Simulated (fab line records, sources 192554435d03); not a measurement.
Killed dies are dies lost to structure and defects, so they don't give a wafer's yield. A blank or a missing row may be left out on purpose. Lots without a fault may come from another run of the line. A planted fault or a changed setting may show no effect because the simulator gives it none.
Which tool was responsible? :: flow n5_finfet :: 10 lots (29 wafers sampled), 1 step of a 1938-step route

## WHAT EACH GAUGE READ, for each wafer
N5_BEOL_M4_RC_MEAS_101.
lot: L825
measured: day 7 14:53
on: prober-01
DIBL_N (mV/V): 34.6 39.5 40.4
DIBL_P (mV/V): 32.9 37.6 38.7
IOFF_N (nA/um): 0.13 0.21 0.24
IOFF_P (nA/um): 0.15 0.21 0.22
ION_N (uA/um): 677 667 674
ION_P (uA/um): 457 451 450
SS_N (mV/dec): 71.2 72.4 72.4
SS_P (mV/dec): 72.6 74.0 73.6
VT_N (mV): 251 249 247
VT_P (mV): -253 -253 -254

lot: L829
measured: day 8 11:29
on: prober-01
DIBL_N (mV/V): 38.7 37.9 39.3
DIBL_P (mV/V): 39.2 38.7 41.2
IOFF_N (nA/um): 0.19 0.18 0.21
IOFF_P (nA/um): 0.25 0.24 0.31
ION_N (uA/um): 684 680 684
ION_P (uA/um): 468 468 468
SS_N (mV/dec): 71.9 72.0 72.5
SS_P (mV/dec): 74.3 73.4 74.8
VT_N (mV): 246 245 245
VT_P (mV): -246 -248 -247

lot: L836
measured: day 10 10:10
on: prober-01
DIBL_N (mV/V): 32.9 37.9
DIBL_P (mV/V): 31.9 39.1
IOFF_N (nA/um): 0.10 0.19
IOFF_P (nA/um): 0.13 0.24
ION_N (uA/um): 647 674
ION_P (uA/um): 440 455
SS_N (mV/dec): 70.6 71.9
SS_P (mV/dec): 71.9 74.7
VT_N (mV): 260 247
VT_P (mV): -257 -251

lot: L838
measured: day 11 02:58
on: prober-02
DIBL_N (mV/V): 33.8 36.5 32.0
DIBL_P (mV/V): 33.3 36.7 31.2
IOFF_N (nA/um): 0.12 0.15 0.10
IOFF_P (nA/um): 0.21 0.27 0.18
ION_N (uA/um): 645 659 656
ION_P (uA/um): 455 468 461
SS_N (mV/dec): 70.3 71.6 70.1
SS_P (mV/dec): 72.8 73.7 72.2
VT_N (mV): 253 252 255
VT_P (mV): -248 -247 -248

lot: L840
measured: day 11 03:20
on: prober-01
DIBL_N (mV/V): 38.5 36.3 38.6
DIBL_P (mV/V): 37.9 34.9 39.1
IOFF_N (nA/um): 0.19 0.14 0.19
IOFF_P (nA/um): 0.23 0.18 0.26
ION_N (uA/um): 677 656 683
ION_P (uA/um): 463 455 467
SS_N (mV/dec): 71.9 71.9 71.8
SS_P (mV/dec): 73.2 72.3 73.4
VT_N (mV): 249 252 246
VT_P (mV): -249 -253 -248

lot: L839
measured: day 11 14:58
on: prober-01
DIBL_N (mV/V): 37.3 34.7 36.9
DIBL_P (mV/V): 36.9 34.5 37.7
IOFF_N (nA/um): 0.17 0.13 0.17
IOFF_P (nA/um): 0.24 0.22 0.27
ION_N (uA/um): 691 666 687
ION_P (uA/um): 473 471 484
SS_N (mV/dec): 71.6 71.1 71.4
SS_P (mV/dec): 73.0 72.8 72.6
VT_N (mV): 249 249 248
VT_P (mV): -243 -247 -244

lot: L841
measured: day 11 20:58
on: prober-02
DIBL_N (mV/V): 38.9 35.0 36.6
DIBL_P (mV/V): 41.8 36.9 38.8
IOFF_N (nA/um): 0.22 0.15 0.17
IOFF_P (nA/um): 0.27 0.19 0.22
ION_N (uA/um): 699 680 678
ION_P (uA/um): 471 470 462
SS_N (mV/dec): 72.3 71.7 72.0
SS_P (mV/dec): 74.2 73.0 73.4
VT_N (mV): 248 249 248
VT_P (mV): -247 -248 -247

lot: L843
measured: day 12 16:10
on: prober-02
DIBL_N (mV/V): 34.0 36.2 34.6
DIBL_P (mV/V): 33.7 35.2 33.4
IOFF_N (nA/um): 0.13 0.15 0.14
IOFF_P (nA/um): 0.19 0.20 0.17
ION_N (uA/um): 664 652 659
ION_P (uA/um): 458 452 455
SS_N (mV/dec): 70.4 71.9 71.2
SS_P (mV/dec): 73.1 73.1 73.2
VT_N (mV): 252 252 250
VT_P (mV): -252 -254 -253

lot: L845
measured: day 12 22:41
on: prober-02
DIBL_N (mV/V): 36.9 37.4 34.4
DIBL_P (mV/V): 38.3 38.9 35.1
IOFF_N (nA/um): 0.19 0.20 0.15
IOFF_P (nA/um): 0.26 0.28 0.21
ION_N (uA/um): 668 671 664
ION_P (uA/um): 455 464 459
SS_N (mV/dec): 72.0 71.7 70.9
SS_P (mV/dec): 74.8 74.4 73.9
VT_N (mV): 249 246 248
VT_P (mV): -247 -244 -247

lot: L847
measured: day 13 15:09
on: prober-02
DIBL_N (mV/V): 34.2 34.4 36.8
DIBL_P (mV/V): 34.1 35.3 37.6
IOFF_N (nA/um): 0.13 0.13 0.17
IOFF_P (nA/um): 0.16 0.18 0.21
ION_N (uA/um): 643 671 685
ION_P (uA/um): 441 459 456
SS_N (mV/dec): 72.1 71.4 72.5
SS_P (mV/dec): 72.9 73.7 74.1
VT_N (mV): 254 253 248
VT_P (mV): -256 -255 -252

## TOOL THAT RAN EACH LOT (tool first, then ch and the chambers of the sampled wafers, then the start)
Record: no process step prior to these readings.

## WHAT THE TOOLS THEMSELVES READ (means of the sampled wafers that have a number; where no wafer has one, the mark that the record gives instead)
The record holds no such reading with a usual standard deviation.

## THE ANSWER, worked out from the rows above alone
Rule: the usual values come from the lots themselves. Put in order of their means at a reading, lots are off if they are a third of the lots or fewer, leave a main group of 4 or more, and stand apart from it by a gap of 3 or more times the standard deviation of the main group's means; of several such gaps the widest counts. A main group is skipped when, at the precision printed for the reading in the tables above, its means are all equal. A lot without any number at a reading at which 4 lots or more have one is off too. Any other lot the step has rows for is counted as sound. The gauges are gone through in route order, then the tools' own readings, and for those a lot's mean is taken as printed above. At the first step where some lot is off, the reading lying furthest off is the one used; lots without a number count as furthest.
No lot is off on any of the readings shown, so nothing can be concluded from this.

## WHAT THE SIMULATOR HAD INSERTED
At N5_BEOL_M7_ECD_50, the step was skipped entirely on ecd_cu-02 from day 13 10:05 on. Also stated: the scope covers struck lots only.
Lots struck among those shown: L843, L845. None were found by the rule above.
